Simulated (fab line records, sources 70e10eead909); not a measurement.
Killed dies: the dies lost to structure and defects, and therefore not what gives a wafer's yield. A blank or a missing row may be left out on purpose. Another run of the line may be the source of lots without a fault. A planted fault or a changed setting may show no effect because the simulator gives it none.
fab line records ; flow nandHarc ; part 2 of 2: steps 28 to 36 of 36
[record] lots = 5; wafers = 15; lastDay = 30
route steps=1302 shown A_BONDPAD@1225 HYBRID_BOND@1237 THIN_TSV@1244
lots with no fault: from the same line, run without faults
startH: the number of hours between the record's first day and the start of the first shown wafer of the lot ; waitH: hours since the lot's step before ; " identical to the entry in the row above ; L1.1+2: a row that stands for several wafers ; - no value present, or no start provided ; * or withheld: withheld ; < > ~ a bound
route shown NAME@n: a module of which the file shows steps, and the number in the route of the first ; usual: mean/standard deviation taken from wafers without a fault ; same: alike in all rows ; chamber/n: place in a boat ; sites: per-site readings ; _std_site: the standard deviation of these ; _edge_site: inner sites' mean taken away from outer sites' mean ; radiusMm: how far each site lies from the wafer's centre ; mask NAME#n: copy n ; behind: the tool/chamber that last shaped the wafer ; hold: reason for holding the lot/hours on hold/outcome of the hold ; device: the transistor (n, p or np) that didn't switch ; end of line: at the end of the route, the tests of the same wafers ; for a step that has no rows: nothing shown but its recipe ; killed: count of dies lost to structure and defects at first sort (not the wafer's yield) ; map: dies across one wafer; x = killed, . = not, _ = none there
set.NAME: the setting as run; set.NAME@STEP: as run at that earlier step ; model.NAME: the simulator's own value behind a step, which no gauge read
certain route steps with their lots: each step a table, each wafer a row
services: a tool's chamber out of use, with start hour (startH, from the record's first day; less than 0 if before it), hours out, and reason
[[steps]]
[step NHARC_THIN_TSV_SOFTBAKE_07]
[recipe] tempC = 122; timeS = 95
[usual] exhaustPa = 44.7/0.97
lot.wafer;tool;chamber;startH;waitH;exhaustPa
L078.1;lithoTrack-05;0;-;-;44.0
L078.3;lithoTrack-05;0;-;-;45.1
L078.6;lithoTrack-05;0;-;-;45.3
L080.2;lithoTrack-02;0;-;-;44.2
L080.3;lithoTrack-02;0;-;-;43.6
L080.6;lithoTrack-02;0;-;-;44.2
L086.1;lithoTrack-02;0;-;-;43.2
L086.3;lithoTrack-02;0;-;-;44.6
L086.6;lithoTrack-02;0;-;-;43.5
L084.1;lithoTrack-05;0;-;-;44.3
L084.2;lithoTrack-05;0;-;-;43.8
L084.5;lithoTrack-05;0;-;-;44.8
L089.1;lithoTrack-05;0;-;-;43.7
L089.2;lithoTrack-05;0;-;-;44.2
L089.3;lithoTrack-05;0;-;-;43.7
[step NHARC_THIN_TSV_EBR_08]
[usual] exhaustPa = 44.9/0.96
lot.wafer;tool;chamber;startH;waitH;exhaustPa
L078.1;lithoTrack-05;0;-;-;45.2
L078.3;lithoTrack-05;0;-;-;44.7
L078.6;lithoTrack-05;0;-;-;45.0
L080.2;lithoTrack-02;0;-;-;44.2
L080.3;lithoTrack-02;0;-;-;44.4
L080.6;lithoTrack-02;0;-;-;45.1
L086.1;lithoTrack-02;0;-;-;45.4
L086.3;lithoTrack-02;0;-;-;45.3
L086.6;lithoTrack-02;0;-;-;44.6
L084.1;lithoTrack-05;0;-;-;44.8
L084.2;lithoTrack-05;0;-;-;45.2
L084.5;lithoTrack-05;0;-;-;45.4
L089.1;lithoTrack-05;0;-;-;43.9
L089.2;lithoTrack-05;0;-;-;43.8
L089.3;lithoTrack-05;0;-;-;43.9
[step NHARC_THIN_TSV_EXPOSE_09]
[recipe] na = 0.55; doseMj = 30.7; maskId = TSV
lot.wafer;tool;chamber;startH;waitH;mask
L078.1+3+6;krfScanner-04;0;571.75;-;TSV#0
L080.2+3+6;krfScanner-04;0;612.30;-;TSV#0
L086.1+3+6;krfScanner-03;0;662.17;-;TSV#0
L084.1+2+5;krfScanner-03;0;663.38;-;TSV#0
L089.1+2+3;krfScanner-04;0;709.89;-;TSV#0
[step NHARC_THIN_TSV_PEB_10]
[recipe] pebTempC = 118; pebTimeS = 85
[usual] exhaustPa = 45.0/0.87
lot.wafer;tool;chamber;startH;waitH;exhaustPa
L078.1;lithoTrack-02;0;571.82;0.1;45.0
L078.3;lithoTrack-02;0;571.82;0.1;43.2
L078.6;lithoTrack-02;0;571.82;0.1;44.8
L080.2;lithoTrack-03;0;612.36;0.1;46.0
L080.3;lithoTrack-03;0;612.36;0.1;44.9
L080.6;lithoTrack-03;0;612.36;0.1;45.6
L086.1;lithoTrack-03;0;662.24;0.1;44.8
L086.3;lithoTrack-03;0;662.24;0.1;45.0
L086.6;lithoTrack-03;0;662.24;0.1;45.3
L084.1;lithoTrack-03;0;663.45;0.1;44.8
L084.2;lithoTrack-03;0;663.45;0.1;44.8
L084.5;lithoTrack-03;0;663.45;0.1;45.7
L089.1;lithoTrack-03;0;709.95;0.1;44.4
L089.2;lithoTrack-03;0;709.95;0.1;42.3
L089.3;lithoTrack-03;0;709.95;0.1;44.9
[step NHARC_THIN_TSV_DEVELOP_11]
[recipe] timeS = 70
[usual] exhaustPa = 45.1/0.75
lot.wafer;tool;chamber;startH;waitH;exhaustPa
L078.1;lithoTrack-02;0;-;-;45.7
L078.3;lithoTrack-02;0;-;-;43.9
L078.6;lithoTrack-02;0;-;-;46.2
L080.2;lithoTrack-03;0;-;-;45.1
L080.3;lithoTrack-03;0;-;-;45.5
L080.6;lithoTrack-03;0;-;-;45.1
L086.1;lithoTrack-03;0;-;-;45.2
L086.3;lithoTrack-03;0;-;-;46.4
L086.6;lithoTrack-03;0;-;-;44.4
L084.1;lithoTrack-03;0;-;-;43.6
L084.2;lithoTrack-03;0;-;-;45.3
L084.5;lithoTrack-03;0;-;-;44.7
L089.1;lithoTrack-03;0;-;-;46.7
L089.2;lithoTrack-03;0;-;-;45.6
L089.3;lithoTrack-03;0;-;-;45.7
[step NHARC_THIN_TSV_CD_MEAS_12]
[recipe] targetCdNm = 1000; landingEnergyEv = 500
[usual] cdNm = 1000.9/1.5
lot.wafer;tool;chamber;startH;waitH;cdNm
L078.1;cdSem-02;0;571.91;-;998.9
L078.3;cdSem-02;0;571.91;-;997.7
L078.6;cdSem-02;0;571.91;-;1001.1
L080.2;cdSem-02;0;612.46;-;1001.9
L080.3;cdSem-02;0;612.46;-;998.9
L080.6;cdSem-02;0;612.46;-;1000.0
L086.1;cdSem-03;0;662.33;-;1000.7
L086.3;cdSem-03;0;662.33;-;1001.0
L086.6;cdSem-03;0;662.33;-;1001.1
L084.1;cdSem-01;0;663.54;-;999.6
L084.2;cdSem-01;0;663.54;-;999.9
L084.5;cdSem-01;0;663.54;-;1001.0
L089.1;cdSem-03;0;710.05;-;1001.0
L089.2;cdSem-03;0;710.05;-;1000.3
L089.3;cdSem-03;0;710.05;-;1001.6
[step NHARC_THIN_TSV_HARDBAKE_13]
[recipe] tempC = 125; timeS = 80
[usual] exhaustPa = 44.8/0.94
lot.wafer;tool;chamber;startH;waitH;exhaustPa
L078.1;lithoTrack-03;0;571.99;-;44.5
L078.3;lithoTrack-03;0;571.99;-;44.6
L078.6;lithoTrack-03;0;571.99;-;43.6
L080.2;lithoTrack-02;0;612.54;-;43.7
L080.3;lithoTrack-02;0;612.54;-;44.1
L080.6;lithoTrack-02;0;612.54;-;43.7
L086.1;lithoTrack-02;0;662.41;-;45.5
L086.3;lithoTrack-02;0;662.41;-;45.0
L086.6;lithoTrack-02;0;662.41;-;46.3
L084.1;lithoTrack-03;0;663.64;-;44.0
L084.2;lithoTrack-03;0;663.64;-;43.9
L084.5;lithoTrack-03;0;663.64;-;43.7
L089.1;lithoTrack-02;0;710.13;-;44.2
L089.2;lithoTrack-02;0;710.13;-;43.4
L089.3;lithoTrack-02;0;710.13;-;43.6
[step NHARC_THIN_TSV_DESCUM_14]
[recipe] timeS = 3; o2FlowSccm = 200; arFlowSccm = 0; biasPowerW = 0; chemistry = O2
[usual] drypumpMotorCurrentA = 5.8/0.55; oesProductAu = 1.002/0.0078; rfVppV = 57.9/0.95; showerheadPlenumPTorr = 1.94/0.062; throttleValvePct = 11.311/0.0091
[same] biasPowerW = 0
lot.wafer;tool;chamber;startH;waitH;drypumpMotorCurrentA;oesProductAu;rfHoursCounterH;rfVppV;showerheadPlenumPTorr;throttleValvePct
L078.1;rieDiel-01;1;572.07;-;6.5;0.994;0;55.8;1.93;11.308
L078.3;rieDiel-01;0;572.07;-;5.5;1.003;0;56.3;1.89;11.317
L078.6;rieDiel-01;1;572.07;-;6.5;0.997;-;58.1;1.93;11.320
L080.2;rieDiel-01;3;612.61;-;5.4;1.009;3;58.5;1.98;11.294
L080.3;rieDiel-01;2;612.61;-;5.9;0.996;2;57.9;1.90;11.308
L080.6;rieDiel-01;3;612.61;-;5.4;1.000;-;58.3;1.98;11.309
L086.3;rieDiel-07;1;662.49;-;6.4;1.004;1;57.5;1.81;11.322
L086.1;rieDiel-07;0;662.49;-;4.6;1.002;0;59.0;2.05;11.319
L086.6;rieDiel-07;2;662.49;-;5.5;1.004;-;58.1;1.96;11.310
L084.2;rieDiel-01;1;663.73;-;6.5;1.003;7;56.8;1.93;11.307
L084.1;rieDiel-01;2;663.73;-;5.9;0.988;7;57.4;1.90;11.318
L084.5;rieDiel-01;0;663.73;-;5.5;1.010;-;56.5;1.89;11.308
L089.3;rieDiel-01;2;710.21;-;5.9;1.002;9;57.0;1.90;11.311
L089.2;rieDiel-01;3;710.21;-;5.3;1.004;10;60.2;1.98;11.300
L089.1;rieDiel-01;1;710.21;-;6.5;1.010;10;56.8;1.93;11.311
[step NHARC_THIN_TSV_ETCH_44]
[recipe] targetDepthA = 15942; timeS = 797.1; cf4FlowSccm = 150; o2FlowSccm = 10; arFlowSccm = 0; rfW = 300; biasW = 800; chemistry = CF4/O2
[usual] drypumpMotorCurrentA = 5.8/0.54; oesProductAu = 1.001/0.0086; rfVppV = 796/3.3; showerheadPlenumPTorr = 1.86/0.052; throttleValvePct = 16.914/0.009
lot.wafer;tool;chamber;startH;waitH;drypumpMotorCurrentA;oesProductAu;rfHoursCounterH;rfVppV;showerheadPlenumPTorr;throttleValvePct
L078.3;rieDiel-01;0;572.15;0.1;5.5;1.012;1;794;1.82;16.917
L078.1;rieDiel-01;3;572.15;0.1;5.3;0.998;1;798;1.89;16.934
L078.6;rieDiel-01;0;572.15;0.1;5.5;1.013;-;793;1.81;16.912
L080.2;rieDiel-01;0;612.70;0.1;5.5;1.009;3;792;1.81;16.923
L080.3;rieDiel-01;2;612.70;0.1;5.9;0.998;3;796;1.82;16.902
L080.6;rieDiel-01;0;612.70;0.1;5.5;1.014;-;793;1.81;16.905
L086.1;rieDiel-07;2;662.57;0.1;5.5;0.996;1;797;1.88;16.915
L086.3;rieDiel-07;3;662.57;0.1;6.4;0.989;1;797;1.89;16.904
L086.6;rieDiel-07;3;662.57;0.1;6.4;0.987;-;797;1.89;16.905
L084.2;rieDiel-01;1;663.80;0.1;6.5;1.001;7;794;1.85;16.907
L084.1;rieDiel-01;2;663.80;0.1;5.9;1.003;7;794;1.82;16.923
L084.5;rieDiel-01;1;663.80;0.1;6.5;1.006;-;794;1.85;16.917
L089.2;rieDiel-01;2;710.30;0.1;5.9;0.991;9;791;1.82;16.918
L089.1;rieDiel-01;0;710.30;0.1;5.5;1.003;11;793;1.81;16.909
L089.3;rieDiel-01;1;710.30;0.1;6.5;1.000;10;797;1.85;16.931
[[services]]
tool;chamber;startH;hours;kind
cmp-01;-;534.57;1.1;repair
grinder-01;-;534.64;1.0;repair
grinder-01;-;540.85;0.5;repair
grinder-01;-;548.36;1.3;repair
rieDiel-01;-;557.93;9.0;pm
cmp-01;-;564.83;2.3;repair
cmp-04;-;573.13;3.6;repair
lithoTrack-02;-;577.00;7.0;pm
pvdSputter-01;-;583.27;10.0;pm
cmp-01;-;584.13;4.0;pm
ecdCu-02;-;596.26;8.0;pm
grinder-01;-;600.05;2.4;repair
cmp-04;-;601.00;4.0;pm
grinder-01;-;603.76;0.4;repair
rieDiel-11;-;609.50;9.0;pm
cmp-02;-;624.50;4.0;pm
lithoTrack-03;-;625.00;7.0;pm
grinder-01;-;628.04;1.1;repair
krfScanner-04;-;631.13;0.2;repair
cmp-04;-;641.50;5.7;repair
wetBench-08;-;646.40;8.0;pm
lithoTrack-05;-;649.01;7.0;pm
cmp-04;-;661.62;1.5;repair
wetBench-10;-;663.20;8.0;pm
